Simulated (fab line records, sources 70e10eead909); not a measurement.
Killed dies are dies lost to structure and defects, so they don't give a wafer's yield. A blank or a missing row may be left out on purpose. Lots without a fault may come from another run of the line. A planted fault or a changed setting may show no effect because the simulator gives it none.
One fault seen from 2 desks | flow nand_harc | each desk has only its own numbers; what lay behind them comes last

THE TOOL OWNER'S DESK: cmp-02
The tool's own readings at NHARC_A_M0_CMP_23 (polishes, t overpolish 20 s, target thk 113.75 nm): means of the sampled wafers that have a number, for each lot that ran on this tool. A lot is out of limits, marked OUT, if its mean lies more than 4 standard deviations from the usual mean; the brackets give that distance.
Columns: A = motor_current_A at NHARC_A_M0_CMP_23, usual 11.9 A; B = time_to_endpoint_s at NHARC_A_M0_CMP_23, usual 29.2 s
lot  | first seen here | A    | B
L605 | day 22 11:33    | 11.2 | 32.7
L607 | day 23 20:03    | 11.8 | 28.9
L611 | day 25 07:56    | 10.9 | 14.2 (-7.5) OUT
L612 | day 25 23:44    | 10.8 | 16.5 (-6.4) OUT
L620 | day 28 09:56    | 10.9 | 30.8
This desk's finding: out of limits on L611, L612; first on L611, day 25 07:56 (time_to_endpoint_s at NHARC_A_M0_CMP_23). In limits: L605, L607, L620.

THE METROLOGY DESK
What the gauges read, lot by lot, whatever tool the lot ran on: means of the sampled wafers that have a number. A lot is out of limits, marked OUT, if its mean lies more than 4 standard deviations from the usual mean; the brackets give that distance.
Columns: A = cd_nm at NHARC_A_M0_CD_MEAS_09, usual 80.0 nm; B = thk_nm at NHARC_A_M0_THK_MEAS_24, usual 114.0 nm
lot  | first seen here | A    | B
L605 | day 22 09:22    | 79.8 | 115.5
L606 | day 22 10:44    | 79.4 | 112.8
L607 | day 23 17:50    | 79.6 | 113.9
L611 | day 25 05:43    | 79.7 | 107.7 (-4.5) OUT
L612 | day 25 21:26    | 80.5 | 105.9 (-5.8) OUT
L616 | day 26 16:36    | 79.5 | 114.2
L618 | day 27 19:40    | 79.5 | 113.5
L620 | day 28 07:40    | 79.9 | 113.6
L624 | day 30 04:40    | 80.5 | 113.9
L623 | day 30 05:59    | 80.5 | 113.7
L626 | day 31 06:46    | 80.3 | 112.7
This desk's finding: out of limits on L611, L612; first on L611, day 25 08:14 (thk_nm at NHARC_A_M0_THK_MEAS_24). In limits: L605, L606, L607, L616, L618, L620, L624, L623, L626.

PUT TOGETHER
The tool owner's desk could have raised an alarm at day 25 07:56, on L611, L612.
The metrology desk could have raised an alarm at day 25 08:14, on L611, L612.
Of the lots named, all ran NHARC_A_M0_CMP_23 on cmp-02.

WHAT THE SIMULATOR HAD PUT IN
Process parameter drift: cmp-02, from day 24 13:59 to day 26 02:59, at NHARC_A_M0_CMP_23. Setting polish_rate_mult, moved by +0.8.
Lots struck among those shown: L611, L612.
Hours from the fault's start to each desk's first reading out of limits: the tool owner's desk, 18; the metrology desk, 18.
